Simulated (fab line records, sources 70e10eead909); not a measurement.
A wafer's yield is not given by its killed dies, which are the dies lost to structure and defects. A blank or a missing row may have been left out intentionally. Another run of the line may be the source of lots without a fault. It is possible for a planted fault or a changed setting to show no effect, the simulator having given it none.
Which tool is to blame? | flow nand harc | 24 lots with 72 wafers sampled at 6 steps, on a route of 1159 steps

## WHAT EACH GAUGE READ, for each wafer
The record holds no reading of a measuring or inspecting step that can be judged against a usual standard deviation.

## TOOL THAT RAN EACH LOT (tool first, then ch and the chambers of the sampled wafers, then the start)
lot  | NHARC_A_STAIRCASE_ETCH_313         | NHARC_A_STAIRCASE_DEP_151       | NHARC_A_STAIRCASE_CMP_472     | NHARC_A_SGD_CUT_DEP_00          | NHARC_A_SGD_CUT_ETCH_16                       | NHARC_A_SLIT_DEP_00
L075 | rie diel-06 ch 0,1,2, day 11 17:28 | pecvd-04 ch 0,1,2, day 12 10:39 | cmp-02 ch 0,1,3, day 13 15:56 | pecvd-02 ch 0,1,2, day 13 16:20 | rie diel-05 ch 0,2,3, day 14 06:02 or earlier | acl dep-03 ch 0, day 14 06:02
L074 | rie diel-01 ch 2,3, day 11 17:55   | pecvd-01 ch 0,1,2, day 12 10:35 | cmp-02 ch 0,2,3, day 13 15:41 | pecvd-02 ch 1,2, day 13 16:02   | rie diel-11 ch 1,3, day 14 04:11 or earlier   | acl dep-01 ch 0, day 14 04:11
L079 | rie diel-01 ch 0,2, day 12 13:47   | pecvd-04 ch 0,1,2, day 13 07:10 | cmp-02 ch 1,2,3, day 14 09:46 | pecvd-03 ch 0,2, day 14 10:09   | rie diel-05 ch 0,2, day 14 18:22 or earlier   | acl dep-03 ch 0, day 14 18:22
L077 | rie diel-02 ch 0,2,3, day 12 14:58 | pecvd-01 ch 0,1,2, day 13 07:04 | cmp-04 ch 0,1,2, day 14 11:08 | pecvd-01 ch 1,2, day 14 11:33   | rie diel-11 ch 1,3, day 14 17:40 or earlier   | acl dep-02 ch 0, day 14 17:40
L076 | rie diel-01 ch 0,2, day 12 17:23   | pecvd-02 ch 0,2, day 13 07:04   | cmp-04 ch 0,2, day 14 09:26   | pecvd-02 ch 0,2, day 14 09:53   | rie diel-07 ch 0,1, day 14 17:42 or earlier   | acl dep-01 ch 0, day 14 17:42
L078 | rie diel-02 ch 0,3, day 13 01:10   | pecvd-04 ch 0,1, day 13 17:34   | cmp-03 ch 0,2,3, day 15 06:30 | pecvd-03 ch 1,2, day 15 06:58   | rie diel-07 ch 0,3, day 15 16:10 or earlier   | acl dep-01 ch 0, day 15 16:10
L081 | rie diel-06 ch 2,3, day 13 08:47   | pecvd-02 ch 1,2, day 14 01:38   | cmp-02 ch 0,1,3, day 15 14:31 | pecvd-03 ch 0,1, day 15 14:56   | rie diel-07 ch 0,1,2, day 16 03:10 or earlier | acl dep-01 ch 0, day 16 03:10
L080 | rie diel-02 ch 0,1,2, day 13 16:49 | pecvd-01 ch 0,1,2, day 14 09:52 | cmp-02 ch 0,1,3, day 15 23:58 | pecvd-03 ch 0,1, day 16 00:25   | rie diel-07 ch 0,1,3, day 16 12:34 or earlier | acl dep-01 ch 0, day 16 12:34
L082 | rie diel-02 ch 1,2,3, day 13 22:49 | pecvd-02 ch 1,2, day 14 19:45   | cmp-04 ch 0,1,2, day 16 04:46 | pecvd-03 ch 0,1,2, day 16 05:08 | rie diel-11 ch 0,1, day 16 15:55 or earlier   | acl dep-03 ch 0, day 16 15:55
L083 | rie diel-02 ch 1,2,3, day 14 04:50 | pecvd-04 ch 1,2, day 15 02:34   | cmp-02 ch 0,3, day 16 05:15   | pecvd-01 ch 1,2, day 16 05:40   | rie diel-07 ch 0,1, day 16 14:50 or earlier   | acl dep-01 ch 0, day 16 14:50
L084 | rie diel-06 ch 1,2,3, day 14 07:08 | pecvd-01 ch 0,1, day 15 02:40   | cmp-02 ch 0,3, day 16 04:59   | pecvd-01 ch 0,1, day 16 05:26   | rie diel-05 ch 1,2, day 16 16:19 or earlier   | acl dep-02 ch 0, day 16 16:19
L088 | rie diel-02 ch 1,3, day 15 13:10   | pecvd-04 ch 0,1, day 16 08:07   | cmp-03 ch 0,1,3, day 17 16:28 | pecvd-02 ch 0,1,2, day 17 16:51 | rie diel-05 ch 0,1,2, day 18 00:47 or earlier | acl dep-01 ch 0, day 18 00:47
L085 | rie diel-06 ch 0,3, day 15 14:22   | pecvd-01 ch 0,1,2, day 16 08:20 | cmp-03 ch 0,2,3, day 17 16:46 | pecvd-01 ch 0,2, day 17 17:07   | rie diel-07 ch 0,2,3, day 18 03:08 or earlier | acl dep-02 ch 0, day 18 03:08
L086 | rie diel-02 ch 0,1,3, day 15 16:45 | pecvd-01 ch 1,2, day 16 11:22   | cmp-03 ch 0,1,3, day 17 17:14 | pecvd-03 ch 0,1,2, day 17 17:40 | rie diel-11 ch 0,1, day 18 00:51 or earlier   | acl dep-02 ch 0, day 18 00:51
L087 | rie diel-01 ch 0,1,2, day 15 16:55 | pecvd-02 ch 0,1,2, day 16 08:07 | cmp-03 ch 0,1,3, day 17 17:51 | pecvd-01 ch 0,1,2, day 17 18:14 | rie diel-07 ch 0,1,2, day 18 02:43 or earlier | acl dep-01 ch 0, day 18 02:43
L091 | rie diel-02 ch 0,1,3, day 16 02:42 | pecvd-01 ch 0,1,2, day 16 19:13 | cmp-04 ch 0,1,3, day 18 02:45 | pecvd-03 ch 0,1,2, day 18 03:11 | rie diel-05 ch 0,2,3, day 18 15:17 or earlier | acl dep-01 ch 0, day 18 15:17
L089 | rie diel-02 ch 1,2, day 16 07:38   | pecvd-01 ch 1,2, day 17 01:10   | cmp-02 ch 0,1, day 18 02:14   | pecvd-03 ch 0,1,2, day 18 02:43 | rie diel-11 ch 0,1, day 18 14:19 or earlier   | acl dep-02 ch 0, day 18 14:19
L090 | rie diel-01 ch 0,2,3, day 16 09:46 | pecvd-02 ch 1,2, day 17 01:10   | cmp-03 ch 0,1,3, day 18 02:54 | pecvd-01 ch 0,2, day 18 03:20   | rie diel-11 ch 0,2,3, day 18 13:19 or earlier | acl dep-03 ch 0, day 18 13:19
L092 | rie diel-06 ch 0,1,3, day 16 09:55 | pecvd-02 ch 0,2, day 17 01:44   | cmp-03 ch 0,1,3, day 18 04:01 | pecvd-03 ch 0,1, day 18 04:29   | rie diel-05 ch 0,2,3, day 18 15:15 or earlier | acl dep-03 ch 0, day 18 15:15
L094 | rie diel-01 ch 1,3, day 16 13:32   | pecvd-02 ch 0,1,2, day 17 05:45 | cmp-04 ch 0,2, day 18 21:25   | pecvd-03 ch 0,1,2, day 18 21:56 | rie diel-05 ch 1,3, day 19 05:07 or earlier   | acl dep-01 ch 0, day 19 05:07
L093 | rie diel-01 ch 0,2,3, day 16 15:14 | pecvd-01 ch 0,2, day 17 05:50   | cmp-02 ch 1,2,3, day 18 21:11 | pecvd-03 ch 0,2, day 18 21:46   | rie diel-07 ch 0,1,2, day 19 05:09 or earlier | acl dep-02 ch 0, day 19 05:09
L096 | rie diel-02 ch 0,1,3, day 17 04:39 | pecvd-01 ch 0,1,2, day 17 21:33 | cmp-04 ch 1,2,3, day 19 05:52 | pecvd-03 ch 0,1,2, day 19 06:16 | rie diel-05 ch 1,2,3, day 19 14:49 or earlier | acl dep-01 ch 0, day 19 14:49
L095 | rie diel-01 ch 1,2,3, day 17 06:11 | pecvd-02 ch 0,2, day 17 21:33   | cmp-02 ch 0,3, day 19 05:40   | pecvd-03 ch 0,1,2, day 19 06:04 | rie diel-11 ch 0,1,3, day 19 15:27 or earlier | acl dep-03 ch 0, day 19 15:27
L097 | rie diel-01 ch 1,2,3, day 17 14:06 | pecvd-04 ch 0,1,2, day 18 06:54 | cmp-02 ch 0,2,3, day 19 12:05 | pecvd-01 ch 0,2, day 19 12:29   | rie diel-07 ch 1,2,3, day 19 20:12 or earlier | acl dep-03 ch 0, day 19 20:12
- NHARC_A_STAIRCASE_ETCH_313: etches the open film in CF4/CHF3.
- NHARC_A_STAIRCASE_DEP_151: deposits SiO2, target thk 3800 nm.
- NHARC_A_STAIRCASE_CMP_472: polishes SiO2.
- NHARC_A_SGD_CUT_DEP_00: deposits SiNx, target thk 50 nm.
- NHARC_A_SGD_CUT_ETCH_16: etches the open film in C4F8/O2/Ar, target depth 310.5 nm, time 155.2 s.
- NHARC_A_SLIT_DEP_00: deposits aC, target thk 3200 nm.

## WHAT THE TOOLS THEMSELVES READ (means of the sampled wafers that have a number; where no wafer has one, the mark that the record gives instead)
NHARC_A_STAIRCASE_ETCH_313. Usual: drypump motor current A 5.8 A, standard deviation 0.48; oes product au 0.932 a.u., standard deviation 0.019; rf vpp V 370.3 V, standard deviation 2; showerhead plenum p Torr 1.57 Torr, standard deviation 0.057; throttle valve pct 16.803 %, standard deviation 0.0083.
lot  | tool        | drypump motor current A (A) | oes product au (a.u.) | rf vpp V (V) | showerhead plenum p Torr (Torr) | throttle valve pct (%) | flag
L075 | rie diel-06 | 5.5                         | 0.931                 | 369.9        | 1.56                            | 16.806                 |
L074 | rie diel-01 | 6.1                         | 0.923                 | 372.0        | 1.63                            | 16.807                 |
L079 | rie diel-01 | 5.6                         | 0.921                 | 372.2        | 1.62                            | 16.805                 |
L077 | rie diel-02 | 5.9                         | 0.964                 | 367.9        | 1.51                            | 16.806                 |
L076 | rie diel-01 | 5.6                         | 0.917                 | 372.7        | 1.62                            | 16.808                 |
L078 | rie diel-02 | 6.0                         | 0.932                 | 368.0        | 1.49                            | 16.807                 |
L081 | rie diel-06 | 6.2                         | 0.942                 | 369.6        | 1.55                            | 16.809                 |
L080 | rie diel-02 | 5.9                         | 0.930                 | 369.9        | 1.56                            | 16.808                 |
L082 | rie diel-02 | 5.9                         | 0.918                 | 370.6        | 1.56                            | 16.800                 |
L083 | rie diel-02 | 5.9                         | 0.911                 | 370.0        | 1.56                            | 16.803                 |
L084 | rie diel-06 | 5.8                         | 0.961                 | 369.2        | 1.55                            | 16.806                 |
L088 | rie diel-02 | 6.1                         | 0.922                 | 371.3        | 1.59                            | 16.804                 |
L085 | rie diel-06 | 6.1                         | 0.918                 | 370.2        | 1.55                            | 16.801                 |
L086 | rie diel-02 | 6.0                         | 0.943                 | 368.9        | 1.54                            | 16.791                 |
L087 | rie diel-01 | 5.3                         | 0.942                 | 371.2        | 1.59                            | 16.798                 |
L091 | rie diel-02 | 6.0                         | 0.921                 | 369.3        | 1.54                            | 16.800                 |
L089 | rie diel-02 | 5.8                         | 0.918                 | 369.8        | 1.57                            | 16.797                 |
L090 | rie diel-01 | 5.9                         | 0.975                 | 372.1        | 1.62                            | 16.798                 |
L092 | rie diel-06 | 5.7                         | 0.915                 | 369.4        | 1.55                            | 16.809                 |
L094 | rie diel-01 | 6.1                         | 0.923                 | 371.9        | 1.60                            | 16.806                 |
L093 | rie diel-01 | 5.9                         | 0.931                 | 372.6        | 1.62                            | 16.810                 |
L096 | rie diel-02 | 6.0                         | 0.952                 | 368.8        | 1.54                            | 16.801                 |
L095 | rie diel-01 | 5.6                         | 0.937                 | 371.2        | 1.59                            | 16.804                 |
L097 | rie diel-01 | 5.6                         | 0.931                 | 371.3        | 1.59                            | 16.802                 |

NHARC_A_STAIRCASE_DEP_151. Usual: heater power outer w 376 W, standard deviation 50; heater power w 631 W, standard deviation 72.
lot  | tool     | heater power outer w (W) | heater power w (W) | flag
L075 | pecvd-04 | 422                      | 689                |
L074 | pecvd-01 | 393                      | 625                |
L079 | pecvd-04 | 394                      | 667                |
L077 | pecvd-01 | 420                      | 662                |
L076 | pecvd-02 | 378                      | 677                |
L078 | pecvd-04 | 329                      | 576                |
L081 | pecvd-02 | 348                      | 609                |
L080 | pecvd-01 | 410                      | 649                |
L082 | pecvd-02 | 377                      | 625                |
L083 | pecvd-04 | 380                      | 634                |
L084 | pecvd-01 | 397                      | 611                |
L088 | pecvd-04 | 366                      | 625                |
L085 | pecvd-01 | 388                      | 623                |
L086 | pecvd-01 | 396                      | 634                |
L087 | pecvd-02 | 401                      | 689                |
L091 | pecvd-01 | 355                      | 571                |
L089 | pecvd-01 | 369                      | 582                |
L090 | pecvd-02 | 374                      | 617                |
L092 | pecvd-02 | 374                      | 693                |
L094 | pecvd-02 | 349                      | 630                |
L093 | pecvd-01 | 401                      | 642                |
L096 | pecvd-01 | 433                      | 685                |
L095 | pecvd-02 | 357                      | 664                |
L097 | pecvd-04 | 352                      | 607                |

NHARC_A_STAIRCASE_CMP_472. Usual: motor current A 11.7 A, standard deviation 1.4.
lot  | tool   | motor current A (A) | flag
L075 | cmp-02 | 11.5                |
L074 | cmp-02 | 11.1                |
L079 | cmp-02 | 10.6                |
L077 | cmp-04 | 11.6                |
L076 | cmp-04 | 11.2                |
L078 | cmp-03 | 13.1                |
L081 | cmp-02 | 11.1                |
L080 | cmp-02 | 11.1                |
L082 | cmp-04 | 11.5                |
L083 | cmp-02 | 11.9                |
L084 | cmp-02 | 11.8                |
L088 | cmp-03 | 13.8                |
L085 | cmp-03 | 13.2                |
L086 | cmp-03 | 13.6                |
L087 | cmp-03 | 13.6                |
L091 | cmp-04 | 11.0                |
L089 | cmp-02 | 11.5                |
L090 | cmp-03 | 13.9                |
L092 | cmp-03 | 13.6                |
L094 | cmp-04 | 11.0                |
L093 | cmp-02 | 10.4                |
L096 | cmp-04 | 11.8                |
L095 | cmp-02 | 11.7                |
L097 | cmp-02 | 11.1                |

NHARC_A_SGD_CUT_DEP_00. Usual: heater power outer w 422 W, standard deviation 59; heater power w 701 W, standard deviation 70.
lot  | tool     | heater power outer w (W) | heater power w (W) | flag
L075 | pecvd-02 | 411                      | 709                |
L074 | pecvd-02 | 406                      | 675                |
L079 | pecvd-03 | 424                      | 699                |
L077 | pecvd-01 | 389                      | 629                |
L076 | pecvd-02 | 457                      | 800                |
L078 | pecvd-03 | 428                      | 731                |
L081 | pecvd-03 | 388                      | 689                |
L080 | pecvd-03 | 410                      | 721                |
L082 | pecvd-03 | 413                      | 687                |
L083 | pecvd-01 | 447                      | 694                |
L084 | pecvd-01 | 428                      | 670                |
L088 | pecvd-02 | 408                      | 709                |
L085 | pecvd-01 | 428                      | 689                |
L086 | pecvd-03 | 436                      | 734                |
L087 | pecvd-01 | 444                      | 702                |
L091 | pecvd-03 | 443                      | 726                |
L089 | pecvd-03 | 402                      | 684                |
L090 | pecvd-01 | 422                      | 671                |
L092 | pecvd-03 | 367                      | 655                |
L094 | pecvd-03 | 425                      | 703                |
L093 | pecvd-03 | 427                      | 711                |
L096 | pecvd-03 | 398                      | 685                |
L095 | pecvd-03 | 437                      | 726                |
L097 | pecvd-01 | 455                      | 726                |

NHARC_A_SGD_CUT_ETCH_16. Usual: oes product au 0.973 a.u., standard deviation 0.015; rf vpp V 724 V, standard deviation 4.1.
lot  | tool        | oes product au (a.u.) | rf vpp V (V) | flag
L075 | rie diel-05 | 0.975                 | 724          |
L074 | rie diel-11 | 0.974                 | 720          |
L079 | rie diel-05 | 0.962                 | 727          |
L077 | rie diel-11 | 0.961                 | 724          |
L076 | rie diel-07 | 0.980                 | 725          |
L078 | rie diel-07 | 0.971                 | 727          |
L081 | rie diel-07 | 0.979                 | 722          |
L080 | rie diel-07 | 0.958                 | 723          |
L082 | rie diel-11 | 0.979                 | 726          |
L083 | rie diel-07 | 0.958                 | 721          |
L084 | rie diel-05 | 0.996                 | 728          |
L088 | rie diel-05 | 0.959                 | 727          |
L085 | rie diel-07 | 0.988                 | 725          |
L086 | rie diel-11 | 0.987                 | 726          |
L087 | rie diel-07 | 0.975                 | 722          |
L091 | rie diel-05 | 0.973                 | 724          |
L089 | rie diel-11 | 0.996                 | 725          |
L090 | rie diel-11 | 0.953                 | 721          |
L092 | rie diel-05 | 0.976                 | 724          |
L094 | rie diel-05 | 0.979                 | 722          |
L093 | rie diel-07 | 0.976                 | 722          |
L096 | rie diel-05 | 0.973                 | 724          |
L095 | rie diel-11 | 0.984                 | 724          |
L097 | rie diel-07 | 0.962                 | 720          |

NHARC_A_SLIT_DEP_00. Usual: throttle valve pct 35.000 %, standard deviation 0.0096.
lot  | tool       | throttle valve pct (%) | flag
L075 | acl dep-03 | 34.995                 |
L074 | acl dep-01 | 35.009                 |
L079 | acl dep-03 | 35.001                 |
L077 | acl dep-02 | 34.998                 |
L076 | acl dep-01 | 34.989                 |
L078 | acl dep-01 | 35.002                 |
L081 | acl dep-01 | 35.003                 |
L080 | acl dep-01 | 35.002                 |
L082 | acl dep-03 | 35.004                 |
L083 | acl dep-01 | 35.001                 |
L084 | acl dep-02 | 35.003                 |
L088 | acl dep-01 | 34.991                 |
L085 | acl dep-02 | 34.997                 |
L086 | acl dep-02 | 34.999                 |
L087 | acl dep-01 | 35.006                 |
L091 | acl dep-01 | 34.999                 |
L089 | acl dep-02 | 35.001                 |
L090 | acl dep-03 | 34.993                 |
L092 | acl dep-03 | 34.998                 |
L094 | acl dep-01 | 35.006                 |
L093 | acl dep-02 | 35.003                 |
L096 | acl dep-01 | 35.003                 |
L095 | acl dep-03 | 35.006                 |
L097 | acl dep-03 | 34.995                 |

## THE ANSWER, worked out from the rows above alone
Rule: take the mean of a lot's wafers that have a number; if it is more than 3 standard deviations from the usual mean, the lot is off. Also off: a lot with no number at a reading for which 4 or more lots have one. All remaining lots with rows at the step are treated as sound. The gauges are gone through in route order, then the tools' own readings, and for those a lot's mean is taken as printed above. At the first step where some lot is off, the reading lying furthest off is the one used; lots without a number count as furthest.
No lot is off at any reading shown: from this, nothing can be told.

## WHAT THE SIMULATOR HAD INSERTED
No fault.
